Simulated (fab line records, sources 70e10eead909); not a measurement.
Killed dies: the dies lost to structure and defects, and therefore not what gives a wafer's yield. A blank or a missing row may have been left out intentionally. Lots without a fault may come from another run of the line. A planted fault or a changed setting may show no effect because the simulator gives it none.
Chamber matching :: flow nand_harc :: NHARC_A_BONDPAD_ETCH_34 on rie_diel-05 has 4 sister chambers
The step etches the open film in N2/H2, target depth 60 nm, overetch 18 nm, time 65.91 s. 8 wafers are shown with their chamber, then 8 later ones without.

== EACH WAFER AND ITS CHAMBER ==
wafer: L421.6
chamber: 3
drypump_motor_current_A (A): 5.8
run_length_s (s): 87.5

wafer: L423.2
chamber: 2
drypump_motor_current_A (A): 5.8
run_length_s (s): 87.7

wafer: L426.2
chamber: 0
drypump_motor_current_A (A): 4.8
run_length_s (s): 87.5

wafer: L426.3
chamber: 3
drypump_motor_current_A (A): 5.9
run_length_s (s): 87.6

wafer: L426.6
chamber: 0
drypump_motor_current_A (A): 4.8
run_length_s (s): 87.4

wafer: L425.1
chamber: 1
drypump_motor_current_A (A): 5.5
run_length_s (s): 86.8

wafer: L425.3
chamber: 2
drypump_motor_current_A (A): 5.8
run_length_s (s): 87.5

wafer: L425.5
chamber: 1
drypump_motor_current_A (A): 5.5
run_length_s (s): 86.5

== WAFERS WITHOUT THEIR CHAMBER ==
wafer: L429.1
drypump_motor_current_A (A): 4.8
run_length_s (s): 87.6

wafer: L429.2
drypump_motor_current_A (A): 5.5
run_length_s (s): 86.6

wafer: L429.3
drypump_motor_current_A (A): 5.9
run_length_s (s): 87.0

wafer: L431.3
drypump_motor_current_A (A): 4.8
run_length_s (s): 87.0

wafer: L431.5
drypump_motor_current_A (A): 4.8
run_length_s (s): 87.5

wafer: L431.6
drypump_motor_current_A (A): 5.5
run_length_s (s): 86.9

wafer: L439.1
drypump_motor_current_A (A): 5.8
run_length_s (s): 87.4

wafer: L439.4
drypump_motor_current_A (A): 4.8
run_length_s (s): 87.5

== THE CHAMBER EACH PASSED THROUGH ==
wafer: L429.1
from the rows above: 0
in truth: 0

wafer: L429.2
from the rows above: 1
in truth: 1

wafer: L429.3
from the rows above: can't be placed: 3 or 2
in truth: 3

wafer: L431.3
from the rows above: 0
in truth: 0

wafer: L431.5
from the rows above: 0
in truth: 0

wafer: L431.6
from the rows above: 1
in truth: 1

wafer: L439.1
from the rows above: can't be placed: 2 or 3
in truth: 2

wafer: L439.4
from the rows above: 0
in truth: 0
Placed correctly: 6 of 8. Can't be placed from these rows: 2 (the true chamber is among the candidates in 2). 0 placed wrongly.
How it was worked out, from the rows above alone: a wafer's distance from a chamber is the root of the sum, over the readings, of the square of ((its reading less the chamber's mean) divided by the reading's scatter). The wafer belongs to the nearest chamber; if the next one is less than 2 further off, it can't be placed. A chamber's mean is the mean of its shown wafers. How the scatter is found: for the shown wafers, subtract from each reading the mean of its chamber, square and add these, divide the total by (wafers less chambers), then take the root.
